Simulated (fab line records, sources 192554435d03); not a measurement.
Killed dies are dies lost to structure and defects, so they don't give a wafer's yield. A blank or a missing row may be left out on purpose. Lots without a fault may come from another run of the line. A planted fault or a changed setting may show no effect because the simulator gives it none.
Which tool did it? | flow n5_finfet | 20 lots, 60 wafers sampled, at 4 steps of a route of 1938

WHAT THE GAUGES READ, wafer by wafer
N5_BEOL_M3_INSPECT_13: inspects for defects (brightfield).
lot  | measured     | on                | raw_defect_count
L075 | day 6 23:29  | defect_inspect-01 | 664 446 633
L074 | day 7 03:03  | defect_inspect-01 | 402 369 428
L076 | day 7 07:12  | defect_inspect-02 | 391 480 573
L077 | day 7 18:51  | defect_inspect-01 | 393 312 424
L078 | day 8 01:15  | defect_inspect-02 | 511 384 430
L079 | day 8 05:56  | defect_inspect-02 | 494 650 391
L081 | day 8 21:07  | defect_inspect-01 | 413 513 394
L082 | day 8 21:24  | defect_inspect-01 | 482 445 356
L083 | day 9 10:02  | defect_inspect-01 | 432 515 490
L084 | day 9 15:43  | defect_inspect-02 | 509 602 589
L086 | day 10 02:34 | defect_inspect-01 | 598 567 467
L087 | day 10 07:43 | defect_inspect-01 | 378 320 401
L089 | day 10 22:41 | defect_inspect-02 | 358 276 520
L090 | day 10 23:29 | defect_inspect-02 | 476 627 425
L091 | day 11 07:03 | defect_inspect-02 | 404 423 345
L092 | day 11 20:55 | defect_inspect-02 | 443 487 388
L094 | day 12 03:50 | defect_inspect-01 | 566 431 414
L093 | day 12 03:58 | defect_inspect-02 | 338 408 404
L095 | day 12 09:22 | defect_inspect-01 | 464 410 461
L097 | day 12 23:12 | defect_inspect-02 | 293 381 342

N5_BEOL_M3_CD_MEAS_18: pitch 36 nm, target cd 18 nm.
lot  | measured     | on        | cd_nm (nm)
L075 | day 7 00:02  | cd_sem-01 | 18.5 18.1 17.4
L074 | day 7 03:47  | cd_sem-02 | 17.8 17.5 17.6
L076 | day 7 07:40  | cd_sem-02 | 18.0 18.0 17.9
L077 | day 7 19:19  | cd_sem-01 | 17.5 18.2 17.5
L078 | day 8 01:43  | cd_sem-01 | 18.2 17.6 17.9
L079 | day 8 06:23  | cd_sem-02 | 17.7 18.2 18.8
L081 | day 8 21:35  | cd_sem-02 | 18.0 18.3 17.7
L082 | day 8 21:53  | cd_sem-02 | 16.9 17.5 17.6
L083 | day 9 10:29  | cd_sem-01 | 18.2 18.4 18.3
L084 | day 9 16:11  | cd_sem-01 | 17.5 18.5 18.1
L086 | day 10 03:08 | cd_sem-01 | 17.9 17.4 17.1
L087 | day 10 08:11 | cd_sem-02 | 17.7 17.6 18.4
L089 | day 10 23:35 | cd_sem-01 | 17.5 18.3 17.4
L090 | day 11 00:15 | cd_sem-01 | 18.4 17.8 17.8
L091 | day 11 07:47 | cd_sem-02 | 18.7 18.8 18.4
L092 | day 11 21:30 | cd_sem-01 | 18.4 17.9 18.7
L094 | day 12 04:18 | cd_sem-02 | 18.5 18.5 18.5
L093 | day 12 04:32 | cd_sem-03 | 17.6 17.5 18.1
L095 | day 12 10:14 | cd_sem-01 | 17.6 17.6 18.2
L097 | day 12 23:40 | cd_sem-02 | 18.6 17.4 18.1

WHICH TOOL RAN EACH LOT (tool, then ch and the chambers of the sampled wafers, then the start)
lot  | N5_BEOL_M3_DESCUM_16               | N5_BEOL_M3_STRIP_66
L075 | rie_diel-02 ch 0,2,3, day 6 23:31  | rie_diel-02 ch 0,2,3, day 6 23:43
L074 | rie_diel-02 ch 0,1, day 7 03:11    | rie_diel-02 ch 0,1, day 7 03:24
L076 | rie_diel-01 ch 1,2, day 7 07:14    | rie_diel-01 ch 1,2, day 7 07:26
L077 | rie_diel-01 ch 1,2, day 7 18:53    | rie_diel-01 ch 1,2, day 7 19:05
L078 | rie_diel-01 ch 0,2, day 8 01:17    | rie_diel-01 ch 0,2, day 8 01:29
L079 | rie_diel-02 ch 0,2, day 8 05:58    | rie_diel-02 ch 0,2, day 8 06:10
L081 | rie_diel-05 ch 0,1,3, day 8 21:09  | rie_diel-05 ch 0,1,3, day 8 21:21
L082 | rie_diel-01 ch 2,3, day 8 21:26    | rie_diel-01 ch 2,3, day 8 21:38
L083 | rie_diel-01 ch 1,3, day 9 10:04    | rie_diel-01 ch 1,3, day 9 10:16
L084 | rie_diel-05 ch 0,2,3, day 9 15:45  | rie_diel-05 ch 0,2,3, day 9 15:58
L086 | rie_diel-05 ch 1,2,3, day 10 02:42 | rie_diel-05 ch 1,2,3, day 10 02:55
L087 | rie_diel-02 ch 0,1,3, day 10 07:45 | rie_diel-02 ch 0,1,3, day 10 07:57
L089 | rie_diel-02 ch 0,1,2, day 10 23:04 | rie_diel-02 ch 0,1,2, day 10 23:17
L090 | rie_diel-05 ch 0,2, day 10 23:49   | rie_diel-05 ch 0,2, day 11 00:01
L091 | rie_diel-02 ch 2,3, day 11 07:21   | rie_diel-02 ch 2,3, day 11 07:33
L092 | rie_diel-01 ch 0,1,2, day 11 21:02 | rie_diel-01 ch 0,1,2, day 11 21:14
L094 | rie_diel-02 ch 0,1, day 12 03:52   | rie_diel-02 ch 0,1, day 12 04:04
L093 | rie_diel-01 ch 0,2,3, day 12 04:05 | rie_diel-01 ch 0,2,3, day 12 04:18
L095 | rie_diel-02 ch 0,1, day 12 09:49   | rie_diel-02 ch 0,1, day 12 10:01
L097 | rie_diel-01 ch 1,2, day 12 23:14   | rie_diel-01 ch 1,2, day 12 23:26
- N5_BEOL_M3_DESCUM_16: chemistry O2, time 7 s.
- N5_BEOL_M3_STRIP_66: strips in CF4.

WHAT THE TOOLS THEMSELVES READ (means of the sampled wafers that have a number; where no wafer has one, the mark that the record gives instead)
N5_BEOL_M3_DESCUM_16.
lot  | tool        | drypump_motor_current_A (A) | o2_flow_sccm (sccm) | oes_product_au (a.u.) | rf_vpp_V (V) | showerhead_plenum_p_Torr (Torr) | throttle_valve_pct (%)
L075 | rie_diel-02 | 5.9                         | 225.2               | 0.70                  | 243.5        | 2.10                            | 20.71
L074 | rie_diel-02 | 6.2                         | 225.1               | 0.73                  | 243.7        | 2.09                            | 20.33
L076 | rie_diel-01 | 5.8                         | 224.4               | 0.88                  | 243.5        | 2.11                            | 20.05
L077 | rie_diel-01 | 5.8                         | 225.0               | 0.87                  | 243.7        | 2.10                            | 20.05
L078 | rie_diel-01 | 5.8                         | 224.9               | 0.93                  | 243.8        | 2.12                            | 20.03
L079 | rie_diel-02 | 5.8                         | 225.7               | 0.71                  | 243.5        | 2.10                            | 20.55
L081 | rie_diel-05 | 5.7                         | 224.6               | 0.75                  | 241.7        | 2.07                            | 20.52
L082 | rie_diel-01 | 5.7                         | 225.5               | 0.84                  | 243.2        | 2.08                            | 20.24
L083 | rie_diel-01 | 6.1                         | 224.7               | 0.76                  | 242.7        | 2.05                            | 20.23
L084 | rie_diel-05 | 5.8                         | 225.3               | 0.78                  | 242.9        | 2.09                            | 20.44
L086 | rie_diel-05 | 5.8                         | 224.7               | 0.78                  | 243.2        | 2.07                            | 20.52
L087 | rie_diel-02 | 6.1                         | 224.9               | 0.78                  | 243.6        | 2.11                            | 20.43
L089 | rie_diel-02 | 6.1                         | 225.0               | 0.79                  | 243.7        | 2.15                            | 20.39
L090 | rie_diel-05 | 5.6                         | 225.3               | 0.77                  | 242.4        | 2.06                            | 20.48
L091 | rie_diel-02 | 6.2                         | 225.5               | 0.92                  | 243.5        | 2.21                            | 20.43
L092 | rie_diel-01 | 6.0                         | 224.7               | 0.84                  | 244.3        | 2.10                            | 20.07
L094 | rie_diel-02 | 5.9                         | 225.7               | 0.70                  | 242.7        | 2.11                            | 20.44
L093 | rie_diel-01 | 5.9                         | 225.2               | 0.82                  | 243.8        | 2.07                            | 20.24
L095 | rie_diel-02 | 5.9                         | 224.8               | 0.70                  | 242.8        | 2.11                            | 20.44
L097 | rie_diel-01 | 6.0                         | 225.0               | 0.78                  | 243.3        | 2.07                            | 20.11

N5_BEOL_M3_STRIP_66.
lot  | tool        | drypump_motor_current_A (A) | oes_product_au (a.u.) | rf_vpp_V (V) | showerhead_plenum_p_Torr (Torr) | throttle_valve_pct (%)
L075 | rie_diel-02 | 5.9                         | 0.70                  | 270.3        | 1.82                            | 13.98
L074 | rie_diel-02 | 6.3                         | 0.73                  | 271.9        | 1.80                            | 13.68
L076 | rie_diel-01 | 5.8                         | 0.87                  | 272.3        | 1.81                            | 13.23
L077 | rie_diel-01 | 5.7                         | 0.86                  | 271.6        | 1.81                            | 13.26
L078 | rie_diel-01 | 5.8                         | 0.91                  | 272.4        | 1.82                            | 13.16
L079 | rie_diel-02 | 5.8                         | 0.70                  | 271.6        | 1.81                            | 13.80
L081 | rie_diel-05 | 5.7                         | 0.74                  | 271.2        | 1.79                            | 13.75
L082 | rie_diel-01 | 5.7                         | 0.83                  | 271.1        | 1.79                            | 13.39
L083 | rie_diel-01 | 6.1                         | 0.75                  | 270.7        | 1.76                            | 13.50
L084 | rie_diel-05 | 5.8                         | 0.77                  | 271.1        | 1.79                            | 13.58
L086 | rie_diel-05 | 5.8                         | 0.78                  | 270.9        | 1.77                            | 13.59
L087 | rie_diel-02 | 6.1                         | 0.79                  | 270.7        | 1.82                            | 13.74
L089 | rie_diel-02 | 6.1                         | 0.78                  | 273.1        | 1.85                            | 13.65
L090 | rie_diel-05 | 5.6                         | 0.76                  | 269.6        | 1.76                            | 13.63
L091 | rie_diel-02 | 6.1                         | 0.90                  | 272.3        | 1.90                            | 13.56
L092 | rie_diel-01 | 6.0                         | 0.82                  | 271.2        | 1.80                            | 13.28
L094 | rie_diel-02 | 5.9                         | 0.70                  | 271.0        | 1.82                            | 13.77
L093 | rie_diel-01 | 5.9                         | 0.80                  | 270.8        | 1.78                            | 13.40
L095 | rie_diel-02 | 5.9                         | 0.70                  | 272.3        | 1.82                            | 13.76
L097 | rie_diel-01 | 6.0                         | 0.77                  | 270.5        | 1.78                            | 13.38

THE ANSWER, worked out from the rows above alone
Rule: what is usual is taken from the lots themselves. Put in order of their means at a reading, lots are off if they are a third of the lots or fewer, leave a main group of 4 or more, and stand apart from it by a gap of 3 or more times the standard deviation of the main group's means; of several such gaps the widest counts. A main group whose means are all the same, to the digits that the tables above print for the reading, isn't used. A lot without any number at a reading at which 4 lots or more have one is off too. The other lots that the step has rows for count as sound. The gauges are gone through in route order, then the tools' own readings, and for those a lot's mean is taken as printed above. The first step at which some lot is off is used, and at that step the reading that is off furthest; a lot without a number counts as furthest.
No lot is off at any reading shown: from this, nothing can be told.

WHAT THE SIMULATOR HAD PUT IN
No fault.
